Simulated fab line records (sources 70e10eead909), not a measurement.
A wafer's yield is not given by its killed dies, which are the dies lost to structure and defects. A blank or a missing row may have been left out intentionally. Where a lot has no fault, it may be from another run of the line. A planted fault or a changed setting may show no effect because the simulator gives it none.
2 desks looking at one fault :: flow nand-harc :: every desk sees just its own numbers, and what lay behind them comes last

== AT THE METROLOGY DESK ==
Lot by lot, what the gauges showed, no matter which tool ran the lot: averages of those sampled wafers that carry a number. If a lot's mean is further than 4 standard deviations from the usual mean, the lot is out of limits and carries the mark OUT (the distance appears in the brackets).
Columns: A = cd-nm at NHARC_A_BONDPAD_CD_MEAS_09, usual 500.4 nm; B = overlay-x-nm at NHARC_A_BONDPAD_OVL_MEAS_35, usual -2 nm; C = overlay-y-nm at NHARC_A_BONDPAD_OVL_MEAS_35, usual 0 nm
lot: L910
first seen here: day 18 01:49
A: 503.2
B: -1
C: -10

lot: L913
first seen here: day 18 06:18
A: 500.1
B: -3
C: 1

lot: L912
first seen here: day 18 07:52
A: 501.5
B: -4
C: 6

lot: L909
first seen here: day 18 08:36
A: 500.6
B: 2
C: 15

lot: L911
first seen here: day 18 14:14
A: 502.4
B: -5
C: -6

lot: L915
first seen here: day 19 01:50
A: 501.6
B: -3
C: 1

lot: L916
first seen here: day 19 06:37
A: 502.3
B: 0
C: 2

lot: L917
first seen here: day 19 22:48
A: 497.6
B: 2
C: 1

lot: L918
first seen here: day 20 05:58
A: 500.0
B: 1
C: -4

lot: L919
first seen here: day 20 10:58
A: 501.4
B: -0
C: 5

lot: L923
first seen here: day 21 05:08
A: 499.7
B: -1
C: 2

lot: L922
first seen here: day 21 11:06
A: 499.2
B: -14
C: -1

lot: L926
first seen here: day 22 08:30
A: 499.3
B: 4
C: 8

lot: L927
first seen here: day 22 13:17
A: 499.1
B: -3
C: -8
Finding of this desk: none of the 14 lots has anything out of limits.

== DESK OF THE TOOL OWNER: pecvd-onon-01 ==
The tool's own readings at NHARC_A_ONON_D1_DEP_00 (target thk 1000 nm): means of the sampled wafers that have a number, for each lot that ran on this tool. If a lot's mean is further than 4 standard deviations from the usual mean, the lot is out of limits and carries the mark OUT (the distance appears in the brackets).
Columns: A = nh3-flow-sccm at NHARC_A_ONON_D1_DEP_00, usual 500.4 sccm
lot: L909
first seen here: day 8 01:28
A: 501.0

lot: L911
first seen here: day 8 12:10
A: 499.5

lot: L915
first seen here: day 8 23:58
A: 499.4

lot: L919
first seen here: day 9 21:16
A: 500.8

lot: L923
first seen here: day 10 20:53
A: 499.0

lot: L926
first seen here: day 11 13:26
A: 499.7

lot: L927
first seen here: day 12 06:10
A: 500.6
Finding of this desk: none of the 7 lots has anything out of limits.

== TAKEN TOGETHER ==
From the metrology desk's view, nothing was out of limits.
The desk of the tool owner found nothing out of limits.

== WHAT HAD BEEN PUT IN BY THE SIMULATOR ==
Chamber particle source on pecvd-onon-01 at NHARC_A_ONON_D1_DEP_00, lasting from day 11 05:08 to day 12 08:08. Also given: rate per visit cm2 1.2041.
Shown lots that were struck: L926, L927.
